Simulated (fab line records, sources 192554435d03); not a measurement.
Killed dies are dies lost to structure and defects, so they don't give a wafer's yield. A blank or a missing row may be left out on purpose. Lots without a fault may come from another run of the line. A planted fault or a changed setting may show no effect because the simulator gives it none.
Chamber matching | flow n5_finfet | N5_BEOL_M3_PECVD_72 on pecvd-04: 3 sister chambers
The step deposits SiO2 from TEOS/O2, target thk 16 nm, time 18 s. 6 wafers are shown with their chamber, then 7 later ones without.

WAFERS WITH THEIR CHAMBER
wafer  | chamber | showerhead_plenum_p_Torr (Torr) | throttle_valve_pct (%)
L087.5 | 2       | 8.90                            | 20.9
L089.2 | 1       | 8.66                            | 23.0
L089.4 | 0       | 8.76                            | 23.7
L089.5 | 2       | 8.91                            | 21.1
L092.3 | 1       | 8.65                            | 22.7
L092.5 | 0       | 8.77                            | 23.5

WAFERS WITHOUT THEIR CHAMBER
wafer  | showerhead_plenum_p_Torr (Torr) | throttle_valve_pct (%)
L092.6 | 8.68                            | 22.6
L093.4 | 8.78                            | 23.7
L093.5 | 8.67                            | 22.5
L093.6 | 8.89                            | 21.3
L094.2 | 8.68                            | 22.8
L094.4 | 8.77                            | 23.6
L094.5 | 8.65                            | 22.7

WHICH CHAMBER EACH WENT THROUGH
wafer  | from the rows above | in truth
L092.6 | 1                   | 1
L093.4 | 0                   | 0
L093.5 | 1                   | 1
L093.6 | 2                   | 2
L094.2 | 1                   | 1
L094.4 | 0                   | 0
L094.5 | 1                   | 1
Placed correctly: 7 of 7. Can't be placed from these rows: 0. Placed wrongly: 0.
How it was worked out, from the rows above alone: a wafer's distance from a chamber is the root of the sum, over the readings, of the square of ((its reading less the chamber's mean) divided by the reading's scatter). The wafer belongs to the nearest chamber; if the next one is less than 2 further off, it can't be placed. A chamber's mean is the mean of its shown wafers. The scatter: the root of (the sum of the squares of (reading less its chamber's mean) over the shown wafers, divided by (wafers less chambers)).
